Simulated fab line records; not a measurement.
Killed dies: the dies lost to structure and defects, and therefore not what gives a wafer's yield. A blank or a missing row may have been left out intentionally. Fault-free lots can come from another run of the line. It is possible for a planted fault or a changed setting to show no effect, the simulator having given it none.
What tool caused it? ; flow n5Finfet ; Sampling: 9 lots, 26 wafers, 6 of 1938 route steps

## WHAT THE GAUGES SHOWED, per wafer
N5_STI_FIN_REVEAL_INSPECT_13: inspects for defects (darkfield).
lot;measured;on;rawDefectCount
L660;day 2 14:34;defectInspect-01;16 10 14
L663;day 3 09:19;defectInspect-02;11 11 26
L666;day 4 02:58;defectInspect-01;16 14 7
L668;day 4 13:03;defectInspect-01;11 521 550
L670;day 5 01:05;defectInspect-02;514 486 9
L672;day 5 16:39;defectInspect-02;8 6
L681;day 7 19:48;defectInspect-02;13 25 13
L682;day 8 00:44;defectInspect-02;12 10 22
L683;day 8 06:32;defectInspect-01;10 16 16

N5_BEOL_M4_RC_MEAS_101.
lot;measured;on;DIBL_N (mV/V);DIBL_P (mV/V);IOFF_N (nA/um);IOFF_P (nA/um);ION_N (uA/um);ION_P (uA/um);SS_N (mV/dec);SS_P (mV/dec);VT_N (mV);VT_P (mV)
L660;day 8 10:58;prober-01;39.7 36.8 35.2;40.5 36.0 35.4;0.22 0.15 0.14;0.25 0.18 0.17;690 654 673;461 450 455;72.7 71.7 72.3;73.3 73.0 72.4;246 254 251;-250 -252 -254
L663;day 9 01:17;prober-02;37.6 39.2 36.5;37.9 37.8 35.9;0.18 0.22 0.16;0.26 0.26 0.22;673 693 664;465 466 460;71.8 72.8 72.1;73.4 73.0 73.3;248 245 251;-248 -245 -249
L666;day 9 20:22;prober-01;35.6 35.2 36.8;35.4 34.8 37.2;0.15 0.15 0.17;0.22 0.21 0.24;672 685 679;471 475 474;70.9 71.3 70.8;73.2 72.8 73.7;252 249 248;-246 -247 -247
L668;day 10 04:07;prober-02;35.2 36.0 37.0;37.3 38.4 39.5;0.16 0.18 0.19;0.18 0.20 0.21;677 698 702;456 470 470;71.6 71.8 71.8;73.2 73.3 73.8;249 246 246;-253 -251 -250
L670;day 10 08:14;prober-02;39.2 37.5 38.4;39.2 37.9 38.4;0.21 0.18 0.19;0.23 0.21 0.23;699 675 681;465 460 456;71.7 71.3 72.1;73.5 73.6 73.5;245 246 246;-249 -250 -252
L672;day 11 11:19;prober-01;37.4 37.2;37.8 36.9;0.18 0.17;0.20 0.18;682 677;457 448;72.3 72.1;73.8 73.4;249 251;-253 -255
L681;day 13 12:39;prober-02;36.7 37.6 36.4;38.0 39.6 37.7;0.19 0.22 0.18;0.22 0.26 0.22;684 690 685;462 462 462;71.4 72.2 72.3;73.8 73.6 73.1;247 247 248;-250 -249 -250
L682;day 13 13:22;prober-01;37.2 37.0 35.9;40.0 39.2 37.1;0.18 0.17 0.14;0.22 0.20 0.17;668 673 655;452 461 445;72.0 72.1 72.4;74.4 73.6 73.8;250 250 254;-251 -255 -255
L683;day 13 22:26;prober-02;35.6 33.3 37.0;36.9 32.9 37.7;0.16 0.11 0.18;0.19 0.15 0.22;669 655 678;460 453 459;71.8 71.8 72.6;73.2 73.2 73.6;251 257 248;-253 -255 -250

## EACH LOT AND THE TOOL THAT RAN IT (in order: tool; ch and the chambers of the sampled wafers; start)
lot;N5_FIN_CUT_CUT_ETCH_28;N5_FIN_CUT_STRIP_22;N5_STI_FIN_REVEAL_STRIP_24;N5_STI_FIN_REVEAL_RECESS_09
L660;rieSi-06 ch 0,1,3, day 2 05:28;rieDiel-06 ch 0,1,3, day 2 05:37;rieDiel-02 ch 0,1,2, day 2 11:34;vaporEtch-02 ch 0, day 2 11:47
L663;rieSi-06 ch 0,1,3, day 2 23:52;rieDiel-05 ch 1,2,3, day 2 23:56;rieDiel-03 ch 1,3, day 3 06:19;vaporEtch-02 ch 0,1, day 3 06:32
L666;rieSi-04 ch 1,2,3, day 3 16:50;rieDiel-01 ch 0,1,3, day 3 16:55;rieDiel-04 ch 1,2, day 3 23:58;vaporEtch-01 ch 0,1, day 4 00:11
L668;rieSi-06 ch 1,3, day 4 04:02;rieDiel-05 ch 0,1,2, day 4 04:06;rieDiel-03 ch 2,3, day 4 10:03;vaporEtch-02 ch 0,1, day 4 10:16
L670;rieSi-04 ch 0,3, day 4 15:08;rieDiel-01 ch 0,1,3, day 4 15:14;rieDiel-04 ch 1,3, day 4 22:05;vaporEtch-02 ch 0,1, day 4 22:19
L672;rieSi-06 ch 0,3, day 5 07:29;rieDiel-05 ch 1,2, day 5 07:33;rieDiel-02 ch 1,2, day 5 13:36;vaporEtch-01 ch 0,1, day 5 14:50
L681;rieSi-04 ch 1,2,3, day 7 10:47;rieDiel-01 ch 1,2, day 7 10:56;rieDiel-04 ch 0,2, day 7 16:47;vaporEtch-02 ch 0,1, day 7 17:32
L682;rieSi-01 ch 0,1,3, day 7 15:44;rieDiel-06 ch 0,1, day 7 15:48;rieDiel-02 ch 2,3, day 7 21:44;vaporEtch-02 ch 0,1, day 7 21:56
L683;rieSi-04 ch 0,1,3, day 7 21:29;rieDiel-01 ch 0,1,2, day 7 21:33;rieDiel-04 ch 0,1,2, day 8 03:30;vaporEtch-02 ch 0,1, day 8 04:15
- N5_FIN_CUT_CUT_ETCH_28: etches Si in HBr/Cl2/O2, target depth 6 nm, time 2.4 s.
- N5_FIN_CUT_STRIP_22: strips in N2/H2.
- N5_STI_FIN_REVEAL_STRIP_24: strips in N2/H2, time 90 s.
- N5_STI_FIN_REVEAL_RECESS_09: chemistry HF/NH3, target SiO2, afs cycles 11, target depth 42.5 nm, sublimation time 60 s.

## AS READ BY THE TOOLS THEMSELVES (means over the sampled wafers that have a number; for cases with no such wafer, the mark the record gives instead)
N5_FIN_CUT_CUT_ETCH_28.
lot;tool;drypumpMotorCurrentA (A);heBacksideLeakSccm (sccm);oesProductAu (a.u.);throttleValvePct (%)
L660;rieSi-06;5.3;2.66;0.993;37.0
L663;rieSi-06;5.4;2.67;0.994;37.1
L666;rieSi-04;5.4;2.71;1.015;36.9
L668;rieSi-06;5.1;2.70;0.982;37.1
L670;rieSi-04;5.9;2.84;1.002;36.5
L672;rieSi-06;5.6;2.68;1.001;37.0
L681;rieSi-04;5.4;2.79;1.010;36.9
L682;rieSi-01;5.8;2.82;1.003;37.0
L683;rieSi-04;5.4;2.73;1.010;36.7

N5_FIN_CUT_STRIP_22.
lot;tool;drypumpMotorCurrentA (A);oesProductAu (a.u.);rfVppV (V);showerheadPlenumPTorr (Torr);throttleValvePct (%)
L660;rieDiel-06;5.8;0.79;55.5;3.38;18.77
L663;rieDiel-05;5.4;0.79;53.8;3.37;19.13
L666;rieDiel-01;5.8;0.78;55.6;3.32;18.95
L668;rieDiel-05;5.8;0.78;53.3;3.34;19.30
L670;rieDiel-01;5.8;0.77;53.4;3.32;18.99
L672;rieDiel-05;5.8;0.74;54.2;3.38;19.32
L681;rieDiel-01;6.3;0.78;54.9;3.22;19.26
L682;rieDiel-06;5.8;0.77;54.0;3.47;18.71
L683;rieDiel-01;5.9;0.81;53.3;3.29;19.19

N5_STI_FIN_REVEAL_STRIP_24.
lot;tool;drypumpMotorCurrentA (A);oesProductAu (a.u.);rfVppV (V);showerheadPlenumPTorr (Torr);throttleValvePct (%)
L660;rieDiel-02;6.1;0.82;45.9;3.40;12.06
L663;rieDiel-03;6.1;0.75;44.7;3.27;12.35
L666;rieDiel-04;6.2;0.84;45.2;3.32;11.92
L668;rieDiel-03;5.8;0.79;44.8;3.36;12.17
L670;rieDiel-04;5.9;0.89;44.9;3.35;11.85
L672;rieDiel-02;6.0;0.72;46.0;3.43;12.16
L681;rieDiel-04;5.9;0.90;45.9;3.51;11.96
L682;rieDiel-02;5.8;0.81;44.4;3.49;12.17
L683;rieDiel-04;6.1;0.84;45.8;3.41;12.00

N5_STI_FIN_REVEAL_RECESS_09.
lot;tool;drypumpMotorCurrentA (A)
L660;vaporEtch-02;5.47
L663;vaporEtch-02;5.18
L666;vaporEtch-01;5.79
L668;vaporEtch-02;5.33
L670;vaporEtch-02;5.34
L672;vaporEtch-01;5.72
L681;vaporEtch-02;5.19
L682;vaporEtch-02;5.34
L683;vaporEtch-02;5.34

## THE ANSWER, worked out from the rows above alone
Rule: usual is defined by the lots themselves. Put in order of their means at a reading, lots are off if they are a third of the lots or fewer, leave a main group of 4 or more, and stand apart from it by a gap of 3 or more times the standard deviation of the main group's means; of several such gaps the widest counts. Not used: any main group whose means are identical at the precision the tables above print for the reading. A lot without any number at a reading at which 4 lots or more have one is off too. The other lots that the step has rows for count as sound. The gauges are gone through in route order, then the tools' own readings, and for those a lot's mean is taken as printed above. At the first step where some lot is off, the reading lying furthest off is the one used; lots without a number count as furthest.
Off at N5_STI_FIN_REVEAL_INSPECT_13 (rawDefectCount): L668, L670. The main group has a mean of 13 with a standard deviation of 3.
A tool fits if, at a process step before that reading, it ran every lot that is off, and no sound lot after the first of them. Those tools and the gauges at N5_STI_FIN_REVEAL_INSPECT_13 are tried in the same way. Not one of the candidates tried fits.

## WHAT THE SIMULATOR HAD INSERTED
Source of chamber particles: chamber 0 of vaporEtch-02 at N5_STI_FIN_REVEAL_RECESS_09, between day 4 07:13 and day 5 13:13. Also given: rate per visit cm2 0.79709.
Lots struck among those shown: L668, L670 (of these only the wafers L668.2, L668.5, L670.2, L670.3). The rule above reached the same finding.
